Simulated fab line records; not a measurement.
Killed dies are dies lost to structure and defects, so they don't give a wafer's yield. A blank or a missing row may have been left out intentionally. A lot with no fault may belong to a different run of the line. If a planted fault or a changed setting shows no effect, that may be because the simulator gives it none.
A lot that was struck, set against a sound lot | flow n5Finfet | 16 steps out of a route of 1938
Sound: wafers L846.2, L846.4, L846.5. Struck: wafer L859.2. (L859.3 of the same lot was not struck and is left out.) The cause comes at the end.
Each step with rows lists, per side, the tool, then ch with its chambers, then its first start. Under that, the readings that differ: sound wafers | struck wafers | difference of the means | sigmas: that difference in standard deviations of wafers without a fault.
alike: same words and numbers on both sides, and readings whose means sit less than 2 such deviations apart. not compared: any withheld reading, any reading some wafer has no value for, any bound like >300 that may hide the same value, and any number with overlapping values for which the record gives no deviation.
A row with sigmas, a row that says differs or no value, or rows on one side alone: a step with any of these is where the two part. Numbers that don't overlap but have no deviation are shown without sigmas and don't part them. A reading missing from all wafers of one side parts the sides only when that side holds two or more wafers.

first, 1 step without rows for these wafers: N5_BEOL_M0_WET_ETCH_106 (etches SiO2 in DHF, target depth 130 nm, rinse time 30 s).
N5_BEOL_M0_ETCH_128: etches SiCN in CF4/N2, target depth 12 nm, overetch 5.1 nm, time 21.4 s.
  sound on rieDiel-02 ch 0,2, day 7 04:17; struck on rieDiel-04 ch 0, day 10 04:07
  alike: chamberPressureMTorr, drypumpMotorCurrentA, oesProductAu, rfVppV, showerheadPlenumPTorr, throttleValvePct
  not compared: rfHoursCounterH
N5_BEOL_M0_TRENCH_ETCH_107: etches SiOC in C4F6/O2, target depth 32.8 nm, time 16.4 s.
  sound on rieDiel-02 ch 0,2, day 7 04:20; struck on rieDiel-04 ch 0, day 10 04:09
  alike: C4F6_flow_sccm, chamberPressureMTorr, drypumpMotorCurrentA, oesProductAu, rfVppV, showerheadPlenumPTorr, throttleValvePct
  not compared: rfHoursCounterH
N5_BEOL_M0_STRIP_142: strips in N2/H2, time 10 s.
  sound on rieDiel-02 ch 0,2, day 7 04:21; struck on rieDiel-04 ch 0, day 10 04:10
  alike: chamberPressureMTorr, drypumpMotorCurrentA, oesProductAu, rfVppV, showerheadPlenumPTorr, throttleValvePct
  not compared: rfHoursCounterH
N5_BEOL_M0_OCD_MEAS_108:
  sound: ocd-01 at day 7 04:26; struck: ocd-02 at day 10 04:15
  alike: trenchDepthNm
then, 2 steps without rows for these wafers: N5_BEOL_M0_HM_STRIP_129 (strips TiN in peroxide tin strip, target depth 17 nm, time 108 s); N5_BEOL_M0_SRD_130 (time 30 s).
N5_BEOL_M0_ETCH_109: etches SiCN in CH3F/O2, target depth 8 nm, overetch 2.4 nm, time 27.4 s.
  sound on rieDiel-04 ch 1,2, day 7 04:46; struck on rieDiel-04 ch 0, day 10 04:22
reading             | sound          | struck | difference | sigmas
oesProductAu (a.u.) | 0.57 0.57 0.73 | 0.82   | +0.20      | +3
  alike: chamberPressureMTorr, drypumpMotorCurrentA, rfVppV, showerheadPlenumPTorr, throttleValvePct
  not compared: rfHoursCounterH
then, 4 steps without rows for these wafers: N5_BEOL_M0_STRIP_139 (strips in post etch residue remover, time 60 s); N5_BEOL_M0_SRD_111 (time 30 s); N5_BEOL_M0_DEGAS_112 (time 60 s); N5_BEOL_M0_PRE_CLEAN_113 (time 30 s).
N5_BEOL_M0_ALD_136: deposits TaN, pulse time 2 s, purge time 3 s, co reactant purge time 2 s.
  sound on aldMetal-01 ch 1,2, day 7 05:16; struck on aldMetal-01 ch 2, day 10 05:23
reading        | sound | struck | difference | sigmas
purgeTimeS (s) | 3 3 3 | 3.2168 | +0.2168    | 
  alike: heaterPowerW
  not compared: sinceWetCleanH
N5_BEOL_M0_SURFACE_TREAT_137:
  sound: pvdSputter-03 at day 7 06:47; struck: pvdSputter-03 at day 10 05:49
  not compared: throttleValvePct
N5_BEOL_M4_RC_MEAS_101:
  sound on prober-01 ch 0, day 9 11:23; struck on prober-02 ch 0, day 12 04:29
  alike: DIBL_N, DIBL_P, IOFF_N, IOFF_P, ION_N, ION_P, SS_N, SS_P, VT_N, VT_P
following that, these wafers have no rows for 1 step: N5_PASSIVATION_PROBE_49.

WHERE THEY PART
N5_BEOL_M0_ETCH_109 only, going by this record. Later steps at which nothing parts them and some readings are alike: N5_BEOL_M0_ALD_136, N5_BEOL_M4_RC_MEAS_101.

WHY: what the simulator had put in
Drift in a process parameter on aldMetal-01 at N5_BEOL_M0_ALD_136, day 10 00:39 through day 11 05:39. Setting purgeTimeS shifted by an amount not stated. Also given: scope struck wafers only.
